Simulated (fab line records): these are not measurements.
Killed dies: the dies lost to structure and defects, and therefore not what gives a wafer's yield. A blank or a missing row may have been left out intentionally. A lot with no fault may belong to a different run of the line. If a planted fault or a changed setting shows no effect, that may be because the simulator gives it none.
The tool behind it: which one?	flow n5Finfet	24 wafers from 8 lots sampled at 5 of the route's 1938 steps

## WHAT THE GAUGES SHOWED, per wafer
N5_BEOL_M4_RC_MEAS_101.
lot	measured	on	CJ_P	DIBL_N (mV/V)	DIBL_P (mV/V)	IOFF_N (nA/um)	IOFF_P (nA/um)	IOFF_P_85C (nA/um)	IOFF_P_LIN (nA/um)	ION_N (uA/um)	ION_P (uA/um)	REXT_P (ohm.um)	SS_N (mV/dec)	SS_P (mV/dec)	VT_N (mV)	VT_P (mV)	VT_P_LVT (mV)
L878	day 8 17:11	prober-01	5.73 5.64 5.73	37.4 37.8 36.8	37.4 37.4 36.8	0.195 0.193 0.171	0.237 0.224 0.216	4.0 3.9 3.8	0.108 0.103 0.101	697 690 683	467 465 465	97.8 99.5 98.0	72.2 70.9 71.2	73.3 72.9 73.5	243.2 245.4 248.1	-248 -249 -250	-96.9 -96.9 -97.3
L880	day 9 04:13	prober-02	5.78 5.86 6.00	35.3 34.1 34.1	33.7 32.7 33.6	0.136 0.125 0.129	0.182 0.170 0.179	3.3 3.1 3.3	0.090 0.087 0.091	658 659 668	455 458 458	100.2 97.5 98.2	70.3 70.5 70.8	73.0 72.9 72.8	255.9 253.4 253.7	-250 -250 -251	-101.9 -102.1 -100.5
L881	day 9 01:15	prober-02	5.59 5.98 5.99	35.6 37.3 36.9	34.5 36.0 36.0	0.152 0.181 0.180	0.219 0.244 0.244	3.7 4.2 4.1	0.106 0.114 0.114	676 685 679	470 472 468	106.9 108.9 107.6	71.3 71.9 71.7	73.5 73.3 73.9	247.8 246.9 249.0	-246 -247 -245	-98.6 -97.8 -96.8
L886	day 11 14:48	prober-02	4.36 4.93 4.46	35.0 37.0 37.8	23.3 25.8 26.1	0.133 0.166 0.169	0.030 0.036 0.036	0.7 0.8 0.8	0.020 0.023 0.023	666 681 669	292 302 290	304.2 299.7 301.7	70.6 71.8 71.9	70.9 71.4 71.4	252.4 247.1 250.5	-290 -288 -287	-140.4 -138.2 -138.6
L887	day 13 12:19	prober-01	4.35 4.25 4.64	35.0 37.5 36.5	24.7 27.2 26.7	0.166 0.216 0.195	0.033 0.040 0.040	0.8 0.9 0.9	0.022 0.025 0.025	672 671 671	290 297 298	302.8 296.3 298.2	71.2 71.8 71.5	70.9 71.3 72.1	247.8 248.1 247.5	-292 -289 -290	-140.3 -138.8 -137.9
L894	day 14 05:10	prober-01	5.76 5.79 5.85	36.7 36.8 35.3	35.2 37.2 35.2	0.151 0.157 0.133	0.167 0.193 0.169	3.0 3.5 3.1	0.083 0.091 0.084	675 674 665	448 460 453	103.7 101.7 102.4	72.3 71.7 71.6	73.0 73.3 72.5	250.5 248.2 251.8	-255 -254 -252	-102.8 -100.0 -102.0
L896	day 14 20:09	prober-02	5.91 5.90 5.98	35.9 35.2 36.6	35.4 35.2 36.0	0.156 0.148 0.169	0.219 0.225 0.230	3.8 3.9 3.9	0.104 0.108 0.107	675 681 681	464 472 466	99.5 98.3 100.8	70.9 70.5 70.9	73.2 73.5 73.4	246.8 249.7 246.5	-250 -248 -248	-95.7 -95.3 -96.1
L898	day 14 22:31	prober-01	5.51 5.84 5.87	39.3 37.9 37.2	37.6 37.0 36.2	0.193 0.165 0.149	0.207 0.200 0.180	3.5 3.4 3.2	0.093 0.091 0.084	689 679 672	461 466 456	97.4 95.9 97.7	71.7 71.7 71.6	74.3 73.7 73.5	245.8 249.2 252.1	-252 -253 -255	-102.9 -102.1 -104.0

## TOOL THAT RAN EACH LOT (tool first, then ch and the chambers of the sampled wafers, then the start)
lot	N5_SD_EPI_N_ETCH_35	N5_SD_EPI_N_ETCH_45	N5_SD_EPI_P_DESCUM_14	N5_SD_EPI_P_VAPOR_ETCH_44
L878	rieDiel-01 ch 0,1, day 3 02:21	rieDiel-01 ch 0,1, day 3 02:46	rieDiel-02 ch 2,3, day 3 06:43	epiRpcvd-04 ch 0, day 3 07:52
L880	rieDiel-04 ch 0,2,3, day 3 14:07	rieDiel-04 ch 0,2,3, day 3 14:32	rieDiel-03 ch 0,1,3, day 3 19:04	epiRpcvd-02 ch 0, day 3 20:17
L881	rieDiel-05 ch 1,2,3, day 3 19:46	rieDiel-05 ch 1,2,3, day 3 20:11	rieDiel-06 ch 0,3, day 4 00:58	epiRpcvd-02 ch 0, day 4 02:14
L886	rieDiel-01 ch 0,1,2, day 5 01:26	rieDiel-01 ch 0,1,2, day 5 01:52	rieDiel-03 ch 0,2,3, day 5 07:31	epiRpcvd-04, day 5 08:43
L887	rieDiel-05 ch 0,1,2, day 5 07:09	rieDiel-05 ch 0,1,2, day 5 07:34	rieDiel-03 ch 0,2, day 5 11:41	epiRpcvd-02, day 5 13:01
L894	rieDiel-04 ch 0,2,3, day 7 01:14	rieDiel-04 ch 0,2,3, day 7 01:40	rieDiel-03 ch 1,3, day 7 05:35	epiRpcvd-04 ch 0, day 7 06:47
L896	rieDiel-05 ch 0,1, day 7 12:17	rieDiel-05 ch 0,1, day 7 12:43	rieDiel-02 ch 1,3, day 7 17:26	epiRpcvd-02 ch 0, day 7 18:37
L898	rieDiel-05 ch 0,2,3, day 8 06:01	rieDiel-05 ch 0,2,3, day 8 06:26	rieDiel-02 ch 0,2,3, day 8 11:50	epiRpcvd-02 ch 0, day 8 13:00
- N5_SD_EPI_N_ETCH_35: etches SOC in N2/H2, overetch 108 nm, time 486 s.
- N5_SD_EPI_N_ETCH_45: etches SiOCN in CH3F/O2, target depth 6 nm.
- N5_SD_EPI_P_DESCUM_14: chemistry O2, time 7.9 s.
- N5_SD_EPI_P_VAPOR_ETCH_44: etches SiGe30 in NF3/Ar, time 3.3 s.

## AS READ BY THE TOOLS THEMSELVES (means over the sampled wafers that have a number; for cases with no such wafer, the mark the record gives instead)
N5_SD_EPI_N_ETCH_35.
lot	tool	biasW (W)	chamberPressureMTorr (mTorr)	drypumpMotorCurrentA (A)	h2FlowSccm (sccm)	oesProductAu (a.u.)	rfFwdPowerW (W)	rfVppV (V)	showerheadPlenumPTorr (Torr)	throttleValvePct (%)
L878	rieDiel-01	132.9	19.994	6.2	200.1	0.81	2999	239.9	2.52	23.82
L880	rieDiel-04	133.5	20.004	5.8	199.9	0.63	2993	240.2	2.59	24.03
L881	rieDiel-05	132.9	20.001	6.2	200.1	0.72	2990	240.6	2.56	23.86
L886	rieDiel-01	133.3	19.995	5.7	199.9	0.72	2992	240.2	2.55	23.78
L887	rieDiel-05	133.1	20.004	6.1	200.7	0.72	2993	241.7	2.63	23.94
L894	rieDiel-04	133.3	19.995	5.8	200.1	0.71	3002	240.0	2.58	23.97
L896	rieDiel-05	133.2	20.003	6.0	200.2	0.73	2986	241.8	2.64	23.98
L898	rieDiel-05	132.7	20.000	5.9	200.8	0.71	2990	241.3	2.59	23.98

N5_SD_EPI_N_ETCH_45.
lot	tool	CH3F_flow_sccm (sccm)	O2_flow_sccm (sccm)	drypumpMotorCurrentA (A)	oesProductAu (a.u.)	rfFwdPowerW (W)	rfVppV (V)	showerheadPlenumPTorr (Torr)	throttleValvePct (%)
L878	rieDiel-01	30.05	20.00	6.2	0.91	409.5	127.1	1.98	23.30
L880	rieDiel-04	29.98	19.99	5.7	0.71	407.9	127.2	2.04	23.50
L881	rieDiel-05	30.01	19.98	6.2	0.80	408.8	127.9	2.01	23.38
L886	rieDiel-01	29.88	20.01	5.7	0.81	408.4	127.6	2.01	23.31
L887	rieDiel-05	30.01	19.99	6.1	0.80	408.9	128.2	2.06	23.39
L894	rieDiel-04	30.04	19.99	5.8	0.79	409.0	128.3	2.03	23.45
L896	rieDiel-05	29.94	19.90	6.0	0.82	407.4	128.2	2.07	23.36
L898	rieDiel-05	30.03	19.92	5.9	0.79	407.6	127.5	2.03	23.50

N5_SD_EPI_P_DESCUM_14.
lot	tool	drypumpMotorCurrentA (A)	oesProductAu (a.u.)	rfFwdPowerW (W)	rfVppV (V)	showerheadPlenumPTorr (Torr)	throttleValvePct (%)
L878	rieDiel-02	5.9	0.82	49.19	243.7	2.09	20.62
L880	rieDiel-03	5.4	0.78	49.24	243.4	2.07	20.42
L881	rieDiel-06	5.3	0.69	49.29	242.7	2.07	20.53
L886	rieDiel-03	5.2	0.76	49.35	242.3	2.01	20.47
L887	rieDiel-03	4.9	0.83	49.42	242.0	2.04	20.32
L894	rieDiel-03	5.7	0.88	49.24	245.1	2.21	20.32
L896	rieDiel-02	6.0	0.84	49.10	243.5	2.06	20.55
L898	rieDiel-02	5.8	0.82	49.27	242.8	2.09	20.55

N5_SD_EPI_P_VAPOR_ETCH_44.
lot	tool	susceptorTempC (C)
L878	epiRpcvd-04	25.09
L880	epiRpcvd-02	25.03
L881	epiRpcvd-02	24.98
L886	epiRpcvd-04	-
L887	epiRpcvd-02	-
L894	epiRpcvd-04	25.01
L896	epiRpcvd-02	25.04
L898	epiRpcvd-02	25.16

## THE ANSWER, worked out from the rows above alone
Rule: usual is defined by the lots themselves. Put in order of their means at a reading, lots are off if they are a third of the lots or fewer, leave a main group of 4 or more, and stand apart from it by a gap of 3 or more times the standard deviation of the main group's means; of several such gaps the widest counts. A main group whose means are all the same, to the digits that the tables above print for the reading, isn't used. Also off: a lot with no number at a reading for which 4 or more lots have one. The other lots that the step has rows for count as sound. First the gauges in route order, then the tools' own readings, where a lot's mean is used as printed above. At the first step where some lot is off, the reading lying furthest off is the one used; lots without a number count as furthest.
Off: at N5_BEOL_M4_RC_MEAS_101 (REXT_P), L886, L887. The main group: mean 100.7 ohm.um, standard deviation 3.6.
If a tool, at a process step before that reading, ran all the lots that are off and no sound lot after the first of them, it fits. The gauges at N5_BEOL_M4_RC_MEAS_101 aren't tried: what is off there is off at N5_SD_EPI_P_VAPOR_ETCH_44 too, on other tools, and a gauge's error can't cause that. Not one of the candidates tried fits.

## WHAT WAS PUT IN BY THE SIMULATOR
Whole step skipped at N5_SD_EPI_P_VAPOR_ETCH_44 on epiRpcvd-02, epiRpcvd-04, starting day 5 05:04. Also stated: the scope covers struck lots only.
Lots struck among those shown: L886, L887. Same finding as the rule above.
